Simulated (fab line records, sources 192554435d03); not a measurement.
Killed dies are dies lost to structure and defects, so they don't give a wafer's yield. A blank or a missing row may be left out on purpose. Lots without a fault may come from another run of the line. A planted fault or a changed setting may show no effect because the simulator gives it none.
Chamber matching | flow n5_finfet | N5_BEOL_M5_DESCUM_16 on rie_diel-06: 4 sister chambers
The step chemistry O2, time 7 s. 4 wafers are shown with their chamber, then 9 later ones without.

WAFERS WITH THEIR CHAMBER
wafer  | chamber | showerhead_plenum_p_Torr (Torr)
L081.4 | 0       | 2.06
L081.5 | 1       | 2.21
L082.3 | 3       | 2.04
L082.6 | 2       | 2.06

WAFERS WITHOUT THEIR CHAMBER
wafer  | showerhead_plenum_p_Torr (Torr)
L084.4 | 2.06
L084.5 | 2.04
L084.6 | 2.06
L086.1 | 2.04
L086.2 | 2.06
L086.6 | 2.06
L087.1 | 2.04
L087.2 | 2.06
L087.3 | 2.20

WHICH CHAMBER EACH WENT THROUGH
wafer  | from the rows above     | in truth
L084.4 | can't be placed: 0 or 2 | 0
L084.5 | 3                       | 3
L084.6 | can't be placed: 0 or 2 | 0
L086.1 | 3                       | 3
L086.2 | can't be placed: 0 or 2 | 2
L086.6 | can't be placed: 0 or 2 | 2
L087.1 | 3                       | 3
L087.2 | can't be placed: 0 or 2 | 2
L087.3 | 1                       | 1
Placed correctly: 4 of 9. Can't be placed from these rows: 5 (the true chamber is among the candidates in 5). Placed wrongly: 0.
How it was worked out, from the rows above alone: a wafer's distance from a chamber is the root of the sum, over the readings, of the square of ((its reading less the chamber's mean) divided by the reading's scatter). The wafer belongs to the nearest chamber; if the next one is less than 2 further off, it can't be placed. A chamber's mean is the mean of its shown wafers. The scatter: with one shown wafer a chamber, the root of the mean of the squares of how far each hidden wafer lies from its nearest shown one.
